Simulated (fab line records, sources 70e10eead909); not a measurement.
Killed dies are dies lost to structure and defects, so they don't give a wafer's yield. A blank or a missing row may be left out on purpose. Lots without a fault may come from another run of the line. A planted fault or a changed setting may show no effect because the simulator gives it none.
Tool commonality check | flow nand_harc | 3 lots, 9 wafers sampled

WHY IT WAS OPENED
At NHARC_END_SORT_01 the reading killed_at_periphery is flagged on 2 of 3 lots. Wafers without a fault read 3.6, standard deviation 2.4.
Rule: a lot is flagged when every wafer of it that has a number lies more than 4 standard deviations from that mean, or none has a number. The other lots count as sound.

lot  | measured     | on        | killed_at_periphery, wafer by wafer | flag
L111 | day 29 18:06 | prober-02 | 612 614 625                         | FLAGGED
L112 | day 30 02:42 | prober-02 | 610 610 615                         | FLAGGED
L123 | day 33 13:08 | prober-02 | 10 4 5                              |
The numbers of the flagged lots are 614.3 on average: +610.7 against the usual, or +99 or more standard deviations.

WHICH TOOL RAN EACH LOT
The record holds 4 process steps before the reading, out of a route of 1302 steps. In each cell: the tool, then ch and the chambers that the sampled wafers went through, then the start.
lot  | flag    | NHARC_P_M0_DESCUM_14               | NHARC_P_M1_ETCH_35                 | NHARC_P_M1_PRE_CLEAN_30                 | NHARC_P_M1_PVD_20
L111 | FLAGGED | rie_diel-02 ch 0,1,2, day 10 11:52 | rie_diel-09 ch 0,1,3, day 10 16:01 | pvd_sputter-03, day 29 18:06 or earlier | pvd_sputter-03, day 29 18:06 or earlier
L112 | FLAGGED | rie_diel-02 ch 0,2, day 10 14:53   | rie_diel-09 ch 1,2, day 10 19:37   | pvd_sputter-01, day 30 02:42 or earlier | pvd_sputter-01, day 30 02:42 or earlier
L123 |         | rie_diel-02 ch 1,2,3, day 14 17:23 | rie_diel-05 ch 1,2, day 14 21:31   | pvd_sputter-02, day 33 13:08 or earlier | pvd_sputter-02, day 33 13:08 or earlier
What these steps do:
- NHARC_P_M0_DESCUM_14: chemistry O2, time 3 s.
- NHARC_P_M1_ETCH_35: etches the open film in N2/H2, target depth 40 nm, overetch 12 nm, time 43.94 s.
- NHARC_P_M1_PRE_CLEAN_30: time 30 s.
- NHARC_P_M1_PVD_20: deposits TaN, target thk 5 nm, time 8.06 s.
- NHARC_END_SORT_01

FLAGGED OVER TOTAL, TOOL BY TOOL (the gauges that took the reading come last)
step                    | tool           | lots run | flagged | share of the flagged lots | sound lots run after its first flagged lot
NHARC_P_M0_DESCUM_14    | rie_diel-02    | 3        | 2       | all                       | 1 (L123)
NHARC_P_M1_ETCH_35      | rie_diel-05    | 1        | 0       | none                      | -
NHARC_P_M1_ETCH_35      | rie_diel-09    | 2        | 2       | all                       | 0
NHARC_P_M1_PRE_CLEAN_30 | pvd_sputter-01 | 1        | 1       | some                      | 0
NHARC_P_M1_PRE_CLEAN_30 | pvd_sputter-02 | 1        | 0       | none                      | -
NHARC_P_M1_PRE_CLEAN_30 | pvd_sputter-03 | 1        | 1       | some                      | 0
NHARC_P_M1_PVD_20       | pvd_sputter-01 | 1        | 1       | some                      | 0
NHARC_P_M1_PVD_20       | pvd_sputter-02 | 1        | 0       | none                      | -
NHARC_P_M1_PVD_20       | pvd_sputter-03 | 1        | 1       | some                      | 0
NHARC_END_SORT_01       | prober-02      | 3        | 2       | all                       | 1 (L123)
NHARC_P_M1_PRE_CLEAN_30 gives no start for some lots, so the hours and the order of its lots are those of NHARC_END_SORT_01. NHARC_P_M1_PVD_20 gives no start for some lots, so the hours and the order of its lots are those of NHARC_END_SORT_01.

WHAT THE TABLE ALLOWS
3 rows of the table ran every flagged lot: rie_diel-02 at NHARC_P_M0_DESCUM_14, rie_diel-09 at NHARC_P_M1_ETCH_35, prober-02 at NHARC_END_SORT_01.
- rie_diel-02 at NHARC_P_M0_DESCUM_14: 2 of its 3 lots flagged. Sound lots ran on it after the first flagged one (L123), which a lasting fault on the whole tool wouldn't allow.
- rie_diel-09 at NHARC_P_M1_ETCH_35: 2 of its 2 lots flagged. It ran no sound lot before its first flagged lot in this sample, so the start can't be narrowed down.
- prober-02 at NHARC_END_SORT_01: 2 of its 3 lots flagged. Sound lots ran on it after the first flagged one (L123), which a lasting fault on the whole tool wouldn't allow.
One tool is left: rie_diel-09 at NHARC_P_M1_ETCH_35.

WHAT THE SIMULATOR HAD PUT IN
Skipped step whole: rie_diel-09, from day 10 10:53 on, at NHARC_P_M1_ETCH_35. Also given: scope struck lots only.
Lots struck among those shown: L111, L112. The rule above found the same.
